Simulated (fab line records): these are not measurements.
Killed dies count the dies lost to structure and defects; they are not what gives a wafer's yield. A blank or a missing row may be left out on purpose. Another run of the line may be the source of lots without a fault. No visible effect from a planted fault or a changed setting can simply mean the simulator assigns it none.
A lot that was struck, set against a sound lot	flow n5 finfet	14 steps out of a route of 1938
Sound: wafers L682.2, L682.3, L682.5. Wafers struck: L687.1, L687.2, L687.4. At the end, the cause is stated.
Order at every step that has rows: each side's tool, ch and its chambers, its first start. Under that, the readings that differ: sound wafers	struck wafers	difference of the means	sigmas: that difference in standard deviations of wafers without a fault.
alike: same words and numbers on both sides, and readings whose means sit less than 2 such deviations apart. not compared: any withheld reading, any reading some wafer has no value for, any bound like >300 that may hide the same value, and any number with overlapping values for which the record gives no deviation.
Wherever a step has rows on one side only, a row that says differs or no value, or a row with sigmas, the two part there. Numbers that have no deviation but don't overlap get no sigmas and don't part them. A reading missing from all wafers of one side parts the sides only when that side holds two or more wafers.

N5_BEOL_M13_STRIP_63: strips in N2/H2.
  sound on plasma asher-01 ch 0, day 11 20:16; struck on plasma asher-01 ch 0,1, day 13 14:16
  alike: chamber pressure mTorr, drypump motor current A, heater power w, oes product au, strip time to endpoint s
  not compared: rf hours counter h
N5_BEOL_M13_STRIP_64: strips in N2/H2.
  sound on plasma asher-01 ch 0, day 11 20:19; struck on plasma asher-01 ch 0,1, day 13 14:20
  alike: drypump motor current A, heater power w, oes product au, strip time to endpoint s
  not compared: rf hours counter h
then, 2 steps without rows for these wafers: N5_BEOL_M13_STRIP_71 (strips in post etch residue remover, time 60 s); N5_BEOL_M13_SRD_72 (time 30 s, dry time 30 s).
N5_BEOL_M13_CD_MEAS_17 targets a cd of 190 nm.
  sound on cd sem-03 at day 11 20:28; struck on cd sem-01 at day 13 14:29
  alike: cd nm
then, 7 steps without rows for these wafers: N5_BEOL_M13_COAT_65 (time 60 s, resist thk 350 nm); N5_BEOL_M13_COAT_66 (time 60 s, resist thk 110 nm); N5_BEOL_M13_COAT_22 (resist thk 300 nm); N5_BEOL_M13_EBR_24; N5_BEOL_M13_SOFTBAKE_23 (time 60 s); N5_BEOL_M13_EXPOSE_25 (exposes mask M13, target cd 210 nm); N5_BEOL_M13_PEB_26 (peb time 90 s).
N5_BEOL_M13_DEVELOP_27: develop time 45 s.
  struck on litho track-03, day 13 14:42; sound on litho track-02 ch 0, day 11 20:41
  no value came back on the struck wafers for chill plate temp C (C), develop time s (s), developer temp C (C), resist line temp C (C); on the sound wafers chill plate temp C (C) reads 23.09 23.03 22.91
reading	sound	struck	difference	sigmas
model.coat_of_BEOL_M13_COAT_22.thk nm (nm)	286.6 285.8 286.6	298.4 299.2 297.6	+12.1	
then, 1 step without rows for these wafers: N5_BEOL_M13_HARDBAKE_32 (time 120 s).

## WHERE THEY PART
Only at N5_BEOL_M13_DEVELOP_27, as far as this record shows.

WHY: whatever the simulator had introduced
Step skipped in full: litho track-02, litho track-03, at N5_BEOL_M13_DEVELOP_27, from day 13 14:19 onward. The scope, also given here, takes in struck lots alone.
